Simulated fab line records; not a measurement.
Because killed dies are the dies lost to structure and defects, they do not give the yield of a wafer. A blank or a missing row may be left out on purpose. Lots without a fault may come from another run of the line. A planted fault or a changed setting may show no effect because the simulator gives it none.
fab line records -- flow n5_finfet
record: lots: 7, wafers: 21
route steps=1938 shown MOL_CONTACT_COAG@588 BEOL_M0_SAQP@681 BEOL_M1@753 BEOL_M2@841
start_h: start of the lot's first displayed wafer, in hours after the record's first day -- wait_h: time in hours since the lot's previous step -- " same as the row above -- L1.1+2: a single row standing in for several wafers -- - no value, or no start given -- * or withheld: withheld -- < > ~ a bound
route shown NAME@n: names a module that has steps shown in the file, with the first one's number in the route -- usual: average and standard deviation across the fault-free wafers -- same: alike in all rows -- chamber/n: place in a boat -- sites: each site's reading -- _std_site: standard deviation of those values -- _edge_site: the outer-site mean with the inner-site mean subtracted -- radius_mm: for every site, how far away it sits from the centre of the wafer -- mask NAME#n: copy n -- behind: the most recent tool/chamber to have shaped the wafer -- hold: the reason the lot was held/the length of the hold in hours/how it ended -- device: which transistor (n, p or np) failed to switch -- end of line: tests of these same wafers at the route's end -- a step with no rows: only its recipe -- killed: count of dies lost to structure and defects at first sort (not the wafer's yield) -- map: a wafer's dies, x killed, . not, _ none there
set.NAME: the setting the step ran with; set.NAME@STEP: the setting that earlier step ran with -- model.NAME: the simulator's own value behind a step, which no gauge read
lots with deliberately changed settings; one table per step, one row per wafer
== steps ==
step: N5_MOL_CONTACT_COAG_ETCH_47
recipe: chemistry: CH3F/O2, target: SiNx, target_depth_a: 270, mask_material: SiO2, stop_on: W, over_etch_frac: 0.2, ion_energy_ev: 120, endpoint: OES-CN, pressure_mtorr: 30, source_w: 395, bias_w: 73, Ar_flow_sccm: 150, CH3F_flow_sccm: 30, O2_flow_sccm: 20, ends: end_point
usual: etch_rf_on_time_s: 31.4/0.5, rf_vpp_V: 298/4.4
lot.wafer,tool,chamber,start_h,wait_h,set.source_w,etch_rf_on_time_s,rf_vpp_V,model.etch.t_clear_s,model.etch.over_etch_s
L079.3,rie_diel-01,1,134.50,0.0,395,31.2,297,26.02,5.203
L079.5,rie_diel-01,1,134.50,0.0,395,31.2,295,26.03,5.206
L079.6,rie_diel-01,0,134.50,0.0,351.4,32.7,313,27.27,5.454
L081.2,rie_diel-05,1,141.57,0.0,354.7,32.6,303,27.18,5.436
L081.4,rie_diel-05,3,141.57,0.0,354.7,33.0,319,27.51,5.502
L081.6,rie_diel-05,1,141.57,0.0,354.7,32.4,304,27.01,5.402
L087.2,rie_diel-03,1,186.21,0.0,362.2,32.5,307,27.09,5.418
L087.3,rie_diel-03,2,186.21,0.0,362.2,32.3,314,26.94,5.389
L087.6,rie_diel-03,2,186.21,0.0,362.2,32.3,312,26.94,5.388
L090.1,rie_diel-01,3,201.19,0.0,343.5,32.4,321,27.01,5.402
L090.2,rie_diel-01,1,201.19,0.0,395,31.0,296,25.8,5.159
L090.6,rie_diel-01,3,201.19,0.0,395,30.7,303,25.56,5.112
L091.1,rie_diel-03,2,201.39,0.0,395,31.6,301,26.32,5.265
L091.4,rie_diel-03,1,201.39,0.0,395,31.6,295,26.36,5.272
L091.5,rie_diel-03,1,201.39,0.0,395,31.5,295,26.28,5.255
L096.3,rie_diel-05,0,235.64,0.0,395,32.3,299,26.91,5.381
L096.5,rie_diel-05,2,235.64,0.0,395,30.6,299,25.51,5.102
L096.6,rie_diel-05,0,235.64,0.0,363.3,32.5,309,27.08,5.415
L097.3,rie_diel-03,1,239.05,0.0,342,33.7,317,28.04,5.608
L097.4,rie_diel-03,0,239.05,0.0,395,31.0,305,25.8,5.161
L097.5,rie_diel-03,0,239.05,0.0,342,33.0,327,27.5,5.499
step: N5_MOL_CONTACT_COAG_COAT_64
recipe: resist: underlayer, temp_c: 205, time_s: 60, spin_rpm: 1500, resist_thk_nm: 10
lot.wafer,tool,chamber,start_h,wait_h,set.spin_rpm,model.underlayer_of_MOL_CONTACT_COAG_COAT_64.thk_nm
L079.3,litho_track-04,0,-,-,1500,10
L079.5+6,litho_track-04,0,-,-,1395,10.4
L081.2+4,litho_track-03,0,-,-,1500,10
L081.6,litho_track-03,0,-,-,1583,9.8
L087.2,litho_track-03,0,-,-,1500,10
L087.3+6,litho_track-03,0,-,-,1450,10.2
L090.1+2+6,litho_track-04,0,-,-,1500,10
L091.1+4+5,litho_track-04,0,-,-,1500,10
L096.3+6,litho_track-03,0,-,-,1587,9.8
L096.5,litho_track-03,0,-,-,1500,10
L097.3+4+5,litho_track-02,0,-,-,1500,10
step: N5_MOL_CONTACT_COAG_EXPOSE_37
recipe: mask_id: VD, na: 0.33, source_shape: annular, sigma_inner: 0.3, sigma_outer: 0.7, polarization: unpolarized, defocus_nm: 0, dose_mj: 62
lot.wafer,tool,chamber,start_h,wait_h,mask,set.dose_mj
L079.3+5+6,euv_scanner-01,0,134.94,-,VD#0,59.99
L081.2+6,euv_scanner-01,0,142.10,-,VD#0,62
L081.4,euv_scanner-01,0,142.10,-,VD#0,65
L087.2+3+6,euv_scanner-01,0,186.62,-,VD#0,62
L090.1+2+6,euv_scanner-02,0,201.72,-,VD#0,62
L091.1+4+5,euv_scanner-02,0,201.79,-,VD#0,62
L096.3+5+6,euv_scanner-02,0,236.19,-,VD#0,62
L097.3+4+5,euv_scanner-01,0,239.59,-,VD#0,62
step: N5_MOL_CONTACT_COAG_PEB_38
recipe: peb_temp_c: 100, peb_time_s: 60, resist: CAR-EUV
step: N5_MOL_CONTACT_COAG_DEVELOP_39
recipe: develop_time_s: 30, developer: TMAH, resist: CAR-EUV, rinse_liquid: surfactant_rinse, dry: air_spin, dev_temp_c: 23
step: N5_MOL_CONTACT_COAG_DESCUM_45
recipe: chemistry: O2, time_s: 7, source_power_w: 50, bias_power_w: 20, pressure_mtorr: 20, rf_frequency_hz: 2.712e+07, temp_c: 40, resist: CAR-EUV, o2_flow_sccm: 225
step: N5_MOL_CONTACT_COAG_ETCH_65
recipe: chemistry: N2/H2, target: underlayer, target_depth_a: 130, mask_material: CAR-EUV, time_s: 10.4, ion_energy_ev: 200, pressure_mtorr: 30, source_w: 840, bias_w: 150, n2_flow_sccm: 200, h2_flow_sccm: 200, ends: cleared
lot.wafer,tool,chamber,start_h,wait_h,set.spin_rpm@MOL_CONTACT_COAG_COAT_64,model.etch.depth_nm
L079.3,rie_diel-03,1,135.37,0.0,1500,10.02
L079.5,rie_diel-03,3,135.37,0.0,1395,10.41
L079.6,rie_diel-03,2,135.37,0.0,1395,10.37
L081.2,rie_diel-03,2,142.41,0.0,1500,10.04
L081.4,rie_diel-03,3,142.41,0.0,1500,10.03
L081.6,rie_diel-03,2,142.41,0.0,1583,9.773
L087.2,rie_diel-01,2,187.00,0.0,1500,10.02
L087.3,rie_diel-01,3,187.00,0.0,1450,10.2
L087.6,rie_diel-01,1,187.00,0.0,1450,10.18
L090.1,rie_diel-03,0,202.02,0.0,1500,9.932
L090.2,rie_diel-03,1,202.02,0.0,1500,9.937
L090.6,rie_diel-03,2,202.02,0.0,1500,9.957
L091.1,rie_diel-05,1,202.09,0.0,1500,9.975
L091.4,rie_diel-05,1,202.09,0.0,1500,9.998
L091.5,rie_diel-05,0,202.09,0.0,1500,10
L096.3,rie_diel-05,0,236.47,0.0,1587,9.77
L096.5,rie_diel-05,1,236.47,0.0,1500,9.994
L096.6,rie_diel-05,0,236.47,0.0,1587,9.737
L097.3+5,rie_diel-05,"2,1",239.97,0.0,1500,10
L097.4,rie_diel-05,1,239.97,0.0,1500,9.983
step: N5_BEOL_M0_SAQP_COAT_72
recipe: resist: SiARC, temp_c: 220, time_s: 60, spin_rpm: 1500, resist_thk_nm: 15
lot.wafer,tool,chamber,start_h,wait_h,set.spin_rpm,model.SiARC_of_BEOL_M0_SAQP_COAT_72.thk_nm
L079.3+5,litho_track-04,0,-,-,1500,15
L079.6,litho_track-04,0,-,-,1429,15.4
L081.2,litho_track-01,0,-,-,1500,15
L081.4+6,litho_track-01,0,-,-,1565,14.8
L087.2+3+6,litho_track-04,0,-,-,1500,15
L090.1+6,litho_track-04,0,-,-,1500,15
L090.2,litho_track-04,0,-,-,1602,14.4
L091.1+4+5,litho_track-04,0,-,-,1500,15
L097.3+4+5,litho_track-01,0,-,-,1500,15
L096.3+6,litho_track-04,0,-,-,1418,15.4
L096.5,litho_track-04,0,-,-,1500,15
step: N5_BEOL_M0_SAQP_COAT_87
recipe: resist: underlayer, temp_c: 205, time_s: 60, spin_rpm: 1500, resist_thk_nm: 5
lot.wafer,tool,chamber,start_h,wait_h,set.temp_c
L079.3+5+6,litho_track-04,0,-,-,205
L081.2+6,litho_track-01,0,-,-,205
L081.4,litho_track-01,0,-,-,197.2
L087.2+6,litho_track-04,0,-,-,207.6
L087.3,litho_track-04,0,-,-,205
L090.1+2,litho_track-04,0,-,-,205
L090.6,litho_track-04,0,-,-,213.6
L091.1+4+5,litho_track-04,0,-,-,205
L097.3+5,litho_track-01,0,-,-,205
L097.4,litho_track-01,0,-,-,214
L096.3,litho_track-04,0,-,-,205
L096.5+6,litho_track-04,0,-,-,212.6
step: N5_BEOL_M0_SAQP_COAT_34
recipe: resist: CAR-EUV, spin_rpm: 1500, resist_thk_nm: 30
step: N5_BEOL_M0_SAQP_EBR_36
recipe: solvent: PGMEA, ebr_width_mm: 1.5
step: N5_BEOL_M0_SAQP_DESCUM_45
recipe: chemistry: O2, time_s: 7, source_power_w: 50, bias_power_w: 20, pressure_mtorr: 20, rf_frequency_hz: 2.712e+07, temp_c: 40, resist: CAR-EUV, o2_flow_sccm: 225
step: N5_BEOL_M0_SAQP_ETCH_88
recipe: chemistry: N2/H2, target: underlayer, target_depth_a: 65, time_s: 5.2, ion_energy_ev: 200, mask_material: CAR-EUV, pressure_mtorr: 30, source_w: 840, bias_w: 150, n2_flow_sccm: 200, h2_flow_sccm: 200, ends: cleared
step: N5_BEOL_M0_SAQP_ETCH_73
recipe: chemistry: CF4, target: SiARC, target_depth_a: 195, mask_material: CAR-EUV, time_s: 32.5, ion_energy_ev: 80, pressure_mtorr: 40, source_w: 545, bias_w: 36, Ar_flow_sccm: 100, cf4_flow_sccm: 100, ends: cleared
lot.wafer,tool,chamber,start_h,wait_h,set.spin_rpm@BEOL_M0_SAQP_COAT_72,model.etch.depth_nm
L079.3,rie_diel-04,3,146.24,0.0,1500,14.98
L079.5,rie_diel-04,2,146.24,0.0,1500,14.92
L079.6,rie_diel-04,3,146.24,0.0,1429,15.36
L081.2,rie_diel-04,2,153.26,0.0,1500,15.06
L081.4,rie_diel-04,0,153.26,0.0,1565,14.72
L081.6,rie_diel-04,1,153.26,0.0,1565,14.71
L087.2+6,rie_diel-02,"0,1",202.18,0.0,1500,14.96
L087.3,rie_diel-02,1,202.18,0.0,1500,14.99
L090.1,rie_diel-04,0,216.10,0.0,1500,14.94
L090.2,rie_diel-04,1,216.10,0.0,1602,14.47
L090.6,rie_diel-04,0,216.10,0.0,1500,14.98
L091.1,rie_diel-02,2,216.55,0.0,1500,15.02
L091.4+5,rie_diel-02,"0,2",216.55,0.0,1500,14.97
L097.3,rie_diel-06,1,256.48,0.0,1500,14.99
L097.4+5,rie_diel-06,"2,0",256.48,0.0,1500,14.98
L096.3,rie_diel-06,1,256.74,0.0,1418,15.42
L096.5,rie_diel-06,1,256.74,0.0,1500,14.95
L096.6,rie_diel-06,3,256.74,0.0,1418,15.37
step: N5_BEOL_M1_PECVD_72
recipe: material: SiO2, target_thk_a: 160, temp_c: 400, precursor: TEOS/O2, pressure_torr: 5.5, rf_w: 450, teos_flow_sccm: 53.8, gas: O2, flow_sccm: 3000, time_s: 18
lot.wafer,tool,chamber,start_h,wait_h,set.time_s,model.SiO2_of_BEOL_M1_PECVD_72.thk_nm
L079.3+5,pecvd-03,"0,2",152.75,0.0,18,16.2
L079.6,pecvd-03,1,152.75,0.0,18,16.4
L081.2+4,pecvd-02,"1,0",164.11,0.0,18,16.2
L081.6,pecvd-02,1,164.11,0.0,18,16.6
L087.2,pecvd-02,2,210.04,0.0,18,16
L087.3,pecvd-02,0,210.04,0.0,18,15.8
L087.6,pecvd-02,1,210.04,0.0,18,16.2
L090.1,pecvd-02,2,222.69,0.0,18.94,16.8
L090.2,pecvd-02,0,222.69,0.0,18.94,16.6
L090.6,pecvd-02,0,222.69,0.0,18,16
L091.1,pecvd-04,1,225.52,0.0,18,15.4
L091.4,pecvd-04,0,225.52,0.0,18,16.2
L091.5,pecvd-04,0,225.52,0.0,18,16
L097.3,pecvd-02,2,265.34,0.0,18,15.6
L097.4,pecvd-02,1,265.34,0.0,18.99,17.2
L097.5,pecvd-02,0,265.34,0.0,18,15.8
L096.3,pecvd-03,2,266.08,0.0,16.39,14.4
L096.5,pecvd-03,0,266.08,0.0,18,16.2
L096.6,pecvd-03,2,266.08,0.0,16.39,14.8
step: N5_BEOL_M1_COAT_61
recipe: resist: SOC, temp_c: 250, time_s: 60, spin_rpm: 1500, resist_thk_nm: 60
lot.wafer,tool,chamber,start_h,wait_h,set.spin_rpm,model.SOC_of_BEOL_M1_COAT_61.thk_nm
L079.3,litho_track-05,0,153.86,0.1,1396,62
L079.5,litho_track-05,0,153.86,0.1,1500,59.6
L079.6,litho_track-05,0,153.86,0.1,1396,61.8
L081.2+6,litho_track-04,0,165.35,0.1,1500,59.8
L081.4,litho_track-04,0,165.35,0.1,1500,60
L087.2,litho_track-05,0,211.80,0.1,1500,60.2
L087.3+6,litho_track-05,0,211.80,0.1,1590,58.4
L090.1,litho_track-05,0,223.48,0.1,1603,58
L090.2,litho_track-05,0,223.48,0.1,1500,60
L090.6,litho_track-05,0,223.48,0.1,1603,58.2
L091.1+4,litho_track-05,0,226.65,0.1,1500,60
L091.5,litho_track-05,0,226.65,0.1,1500,60.2
L097.3,litho_track-05,0,266.08,0.1,1500,60
L097.4+5,litho_track-05,0,266.08,0.1,1591,58.2
L096.3,litho_track-03,0,266.81,0.1,1349,63.2
L096.5,litho_track-03,0,266.81,0.1,1500,60.2
L096.6,litho_track-03,0,266.81,0.1,1500,59.8
step: N5_BEOL_M1_COAT_62
recipe: resist: SiARC, temp_c: 220, time_s: 60, spin_rpm: 1500, resist_thk_nm: 12
step: N5_BEOL_M1_COAT_73
recipe: resist: underlayer, temp_c: 205, time_s: 60, spin_rpm: 1500, resist_thk_nm: 5
step: N5_BEOL_M1_ETCH_74
recipe: chemistry: N2/H2, target: underlayer, target_depth_a: 65, mask_material: CAR-EUV, time_s: 5.2, ion_energy_ev: 200, pressure_mtorr: 30, source_w: 840, bias_w: 150, n2_flow_sccm: 200, h2_flow_sccm: 200, ends: cleared
step: N5_BEOL_M1_ETCH_63
recipe: chemistry: CF4, target: SiARC, target_depth_a: 156, mask_material: CAR-EUV, time_s: 26, ion_energy_ev: 80, pressure_mtorr: 40, source_w: 545, bias_w: 36, Ar_flow_sccm: 100, cf4_flow_sccm: 100, ends: cleared
step: N5_BEOL_M1_ETCH_64
recipe: chemistry: N2/H2, target: SOC, target_depth_a: 750, overetch_a: 150, mask_material: SiARC, temp_c: 40, time_s: 112.5, ion_energy_ev: 200, pressure_mtorr: 30, source_w: 840, bias_w: 150, n2_flow_sccm: 200, h2_flow_sccm: 200
lot.wafer,tool,chamber,start_h,wait_h,set.spin_rpm@BEOL_M1_COAT_61,model.etch.depth_nm
L079.3,rie_diel-06,2,154.45,0.0,1396,62.06
L079.5,rie_diel-06,3,154.45,0.0,1500,59.61
L079.6,rie_diel-06,2,154.45,0.0,1396,61.79
L081.2,rie_diel-06,1,165.93,0.0,1500,59.9
L081.4,rie_diel-06,2,165.93,0.0,1500,60.08
L081.6,rie_diel-06,3,165.93,0.0,1500,59.83
L087.2,rie_diel-04,0,212.39,0.0,1500,60.19
L087.3,rie_diel-04,3,212.39,0.0,1590,58.33
L087.6,rie_diel-04,3,212.39,0.0,1590,58.47
L090.1,rie_diel-02,3,223.94,0.0,1603,57.94
L090.2,rie_diel-02,2,223.94,0.0,1500,59.96
L090.6,rie_diel-02,2,223.94,0.0,1603,58.13
L091.1,rie_diel-02,0,227.14,0.0,1500,59.94
L091.4,rie_diel-02,1,227.14,0.0,1500,60.09
L091.5,rie_diel-02,1,227.14,0.0,1500,60.11
L097.3,rie_diel-06,1,266.67,0.0,1500,59.92
L097.4,rie_diel-06,1,266.67,0.0,1591,58.15
L097.5,rie_diel-06,3,266.67,0.0,1591,58.19
L096.3,rie_diel-02,0,267.29,0.0,1349,63.13
L096.5,rie_diel-02,3,267.29,0.0,1500,60.11
L096.6,rie_diel-02,0,267.29,0.0,1500,59.89
step: N5_BEOL_M1_ETCH_70
recipe: chemistry: N2/H2, target: SOC, target_depth_a: 800, overetch_a: 160, mask_material: SiARC, temp_c: 40, time_s: 120, ion_energy_ev: 200, pressure_mtorr: 30, source_w: 840, bias_w: 150, n2_flow_sccm: 200, h2_flow_sccm: 200
usual: rf_vpp_V: 523.8/2.1
lot.wafer,tool,chamber,start_h,wait_h,set.bias_w,rf_vpp_V,model.SiARC_of_BEOL_M1_COAT_68.thk_nm
L079.3,rie_diel-06,3,157.90,0.0,132.2,480.5,7.2
L079.5,rie_diel-06,2,157.90,0.0,150,522.2,6.4
L079.6,rie_diel-06,3,157.90,0.0,132.2,481.4,7.2
L081.2,rie_diel-02,2,168.61,0.0,140.2,501.3,7
L081.4,rie_diel-02,3,168.61,0.0,140.2,501.8,7
L081.6,rie_diel-02,2,168.61,0.0,150,525.1,6.6
L087.2,rie_diel-02,2,214.78,0.0,150,523.7,6.6
L087.3,rie_diel-02,1,214.78,0.0,150,525.1,6.4
L087.6,rie_diel-02,2,214.78,0.0,150,522.1,6.4
L090.1,rie_diel-02,3,226.11,0.0,165.3,558.2,5.8
L090.2,rie_diel-02,2,226.11,0.0,165.3,556.7,5.8
L090.6,rie_diel-02,0,226.11,0.0,150,525.2,6.4
L091.1,rie_diel-02,3,233.39,0.0,150,524.0,6.4
L091.4,rie_diel-02,2,233.39,0.0,150,522.4,6.6
L091.5,rie_diel-02,2,233.39,0.0,150,522.5,6.4
L097.3,rie_diel-04,3,268.60,0.0,150,527.7,6.4
L097.4,rie_diel-04,0,268.60,0.0,150,522.4,6.8
L097.5,rie_diel-04,2,268.60,0.0,157.6,543.2,6.2
L096.3,rie_diel-02,2,272.26,0.0,130.8,479.0,7.4
L096.5,rie_diel-02,0,272.26,0.0,150,524.1,6.2
L096.6,rie_diel-02,1,272.26,0.0,130.8,481.2,7.4
step: N5_BEOL_M1_STRIP_71
recipe: chemistry: N2/H2, temp_c: 40, n2_flow_sccm: 200, h2_flow_sccm: 200, rf_frequency_hz: 6e+07
step: N5_BEOL_M1_STRIP_78
recipe: chemistry: N2/H2, temp_c: 40, n2_flow_sccm: 200, h2_flow_sccm: 200, rf_frequency_hz: 6e+07
step: N5_BEOL_M1_STRIP_97
recipe: chemistry: N2/H2, time_s: 10, power_w: 450, temp_c: 40, pressure_mtorr: 20, rf_frequency_hz: 6e+07, bias_power_w: 7, n2_flow_sccm: 200, h2_flow_sccm: 200
step: N5_BEOL_M1_HM_STRIP_39
recipe: chemistry: peroxide_tin_strip, material: TiN, target_depth_a: 250, temp_c: 50, time_s: 158
lot.wafer,tool,chamber,start_h,wait_h,set.time_s@BEOL_M1_PECVD_72,model.SiO2_of_BEOL_M1_PECVD_72.thk_nm
L079.3+5,wet_bench-04,"4,5",158.28,0.0,18,16
L079.6,wet_bench-04,3,158.28,0.0,18,16.2
L081.2+4,wet_bench-03,"3,4",169.00,0.0,18,16
L081.6,wet_bench-03,1,169.00,0.0,18,16.4
L087.2+6,wet_bench-04,"3,4",215.17,0.0,18,16
L087.3,wet_bench-04,0,215.17,0.0,18,15.6
L090.1,wet_bench-04,6,226.51,0.0,18.94,16.8
L090.2,wet_bench-04,2,226.51,0.0,18.94,16.6
L090.6,wet_bench-04,1,226.51,0.0,18,16
L091.1,wet_bench-04,2,233.78,0.0,18,15.2
L091.4+5,wet_bench-04,"6,1",233.78,0.0,18,16
L097.3,wet_bench-03,3,268.99,0.0,18,15.4
L097.4,wet_bench-03,7,268.99,0.0,18.99,17.2
L097.5,wet_bench-03,4,268.99,0.0,18,15.8
L096.3,wet_bench-06,7,272.65,0.0,16.39,14.2
L096.5,wet_bench-06,0,272.65,0.0,18,16.2
L096.6,wet_bench-06,6,272.65,0.0,16.39,14.6
step: N5_BEOL_M2_ILD_DEP_00
recipe: material: SiOC, target_thk_a: 790, temp_c: 350, precursor: DEMS/O2, pressure_torr: 5, rf_w: 500, time_s: 15.3
lot.wafer,tool,chamber,start_h,wait_h,set.time_s,model.SiOC_of_BEOL_M2_ILD_DEP_00.thk_nm
L079.3,pecvd-04,0,162.48,0.1,15.3,78.2
L079.5,pecvd-04,1,162.48,0.1,15.3,77.8
L079.6,pecvd-04,0,162.48,0.1,15.3,78
L081.2,pecvd-01,1,173.29,0.0,16.42,84.8
L081.4,pecvd-01,2,173.29,0.0,16.42,84.4
L081.6,pecvd-01,1,173.29,0.0,16.42,84.2
L087.2,pecvd-04,1,219.20,0.0,15.3,76
L087.3,pecvd-04,0,219.20,0.0,16.33,84.4
L087.6,pecvd-04,0,219.20,0.0,15.3,79.6
L090.1,pecvd-04,2,232.16,0.0,13.14,67
L090.2,pecvd-04,0,232.16,0.0,13.14,66.4
L090.6,pecvd-04,1,232.16,0.0,15.3,78
L091.1+4,pecvd-04,"2,0",237.55,0.0,15.3,78.6
L091.5,pecvd-04,2,237.55,0.0,15.3,79.8
L097.3,pecvd-04,2,274.47,0.0,13.49,69.6
L097.4,pecvd-04,2,274.47,0.0,15.3,79.8
L097.5,pecvd-04,0,274.47,0.0,15.3,77.4
L096.3,pecvd-03,2,277.46,0.0,17.1,86
L096.5,pecvd-03,1,277.46,0.0,15.3,77.8
L096.6,pecvd-03,0,277.46,0.0,17.1,87.8
step: N5_BEOL_M2_THK_MEAS_01
recipe: reads: SiOC_of_BEOL_M2_ILD_DEP_00
usual: M2_ILD_THK: 78.4/1.2
lot.wafer,tool,chamber,start_h,wait_h,set.time_s@BEOL_M2_ILD_DEP_00,M2_ILD_THK[nm]
L079.3,film_metro-02,-,162.55,0.1,15.3,78.2
L079.5,film_metro-02,-,162.55,0.1,15.3,77.8
L079.6,film_metro-02,-,162.55,0.1,15.3,78.0
L081.2,film_metro-02,-,173.36,0.1,16.42,84.8
L081.4,film_metro-02,-,173.36,0.1,16.42,84.3
L081.6,film_metro-02,-,173.36,0.1,16.42,84.2
L087.2,film_metro-02,-,219.29,0.1,15.3,75.9
L087.3,film_metro-02,-,219.29,0.1,16.33,84.4
L087.6,film_metro-02,-,219.29,0.1,15.3,79.6
L090.1,film_metro-02,-,232.23,0.0,13.14,67.0
L090.2,film_metro-02,-,232.23,0.0,13.14,66.4
L090.6,film_metro-02,-,232.23,0.0,15.3,78.0
L091.1,film_metro-02,-,237.61,0.0,15.3,78.6
L091.4,film_metro-02,-,237.61,0.0,15.3,78.7
L091.5,film_metro-02,-,237.61,0.0,15.3,79.9
L097.3,film_metro-01,-,274.54,0.1,13.49,69.6
L097.4,film_metro-01,-,274.54,0.1,15.3,79.7
L097.5,film_metro-01,-,274.54,0.1,15.3,77.3
L096.3,film_metro-01,-,277.53,0.1,17.1,86.0
L096.5,film_metro-01,-,277.53,0.1,15.3,77.7
L096.6,film_metro-01,-,277.53,0.1,17.1,87.6
== key ==
split: step: N5_MOL_CONTACT_COAG_ETCH_47, setting: source_w, stated: 395, by: wafer
response: step: N5_MOL_CONTACT_COAG_ETCH_47, reading: etch_rf_on_time_s, change: *, per: 1%, r: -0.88
response: step: N5_MOL_CONTACT_COAG_ETCH_47, reading: rf_vpp_V, change: -1.48, per: 1%, r: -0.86
response: step: N5_MOL_CONTACT_COAG_ETCH_47, reading: model.etch.t_clear_s, change: -0.12, per: 1%, r: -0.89
response: step: N5_MOL_CONTACT_COAG_ETCH_47, reading: model.etch.over_etch_s, change: -0.024, per: 1%, r: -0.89
split: step: N5_MOL_CONTACT_COAG_COAT_64, setting: spin_rpm, stated: 1500, by: wafer
response: step: N5_MOL_CONTACT_COAG_COAT_64, reading: model.underlayer_of_MOL_CONTACT_COAG_COAT_64.thk_nm, change: -0.0461, per: 1%, r: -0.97
response: step: N5_MOL_CONTACT_COAG_ETCH_65, reading: model.etch.depth_nm, change: -0.0482, per: 1%, r: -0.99
split: step: N5_MOL_CONTACT_COAG_EXPOSE_37, setting: dose_mj, stated: 62, by: wafer
response none clear
split: step: N5_BEOL_M0_SAQP_COAT_72, setting: spin_rpm, stated: 1500, by: wafer
response: step: N5_BEOL_M0_SAQP_COAT_72, reading: model.SiARC_of_BEOL_M0_SAQP_COAT_72.thk_nm, change: -0.0769, per: 1%, r: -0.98
response: step: N5_BEOL_M0_SAQP_ETCH_73, reading: model.etch.depth_nm, change: -0.0784, per: 1%, r: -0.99
split: step: N5_BEOL_M0_SAQP_COAT_87, setting: temp_c, stated: 205, by: wafer
response none clear
split: step: N5_BEOL_M1_PECVD_72, setting: time_s, stated: 18, by: wafer
response: step: N5_BEOL_M1_PECVD_72, reading: model.SiO2_of_BEOL_M1_PECVD_72.thk_nm, change: +0.191, per: 1%, r: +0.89
response: step: N5_BEOL_M1_HM_STRIP_39, reading: model.SiO2_of_BEOL_M1_PECVD_72.thk_nm, change: +0.208, per: 1%, r: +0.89
split: step: N5_BEOL_M1_COAT_61, setting: spin_rpm, stated: 1500, by: wafer
response: step: N5_BEOL_M1_COAT_61, reading: model.SOC_of_BEOL_M1_COAT_61.thk_nm, change: -0.308, per: 1%, r: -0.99
response: step: N5_BEOL_M1_ETCH_64, reading: model.etch.depth_nm, change: -0.305, per: 1%, r: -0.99
split: step: N5_BEOL_M1_ETCH_70, setting: bias_w, stated: 150, by: wafer
response: step: N5_BEOL_M1_ETCH_70, reading: rf_vpp_V, change: +3.41, per: 1%, r: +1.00
response: step: N5_BEOL_M1_ETCH_70, reading: model.SiARC_of_BEOL_M1_COAT_68.thk_nm, change: -0.0747, per: 1%, r: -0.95
split: step: N5_BEOL_M2_ILD_DEP_00, setting: time_s, stated: 15.3, by: wafer
response: step: N5_BEOL_M2_ILD_DEP_00, reading: model.SiOC_of_BEOL_M2_ILD_DEP_00.thk_nm, change: +0.798, per: 1%, r: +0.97
response: step: N5_BEOL_M2_THK_MEAS_01, reading: M2_ILD_THK, change: +0.8, per: 1%, r: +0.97
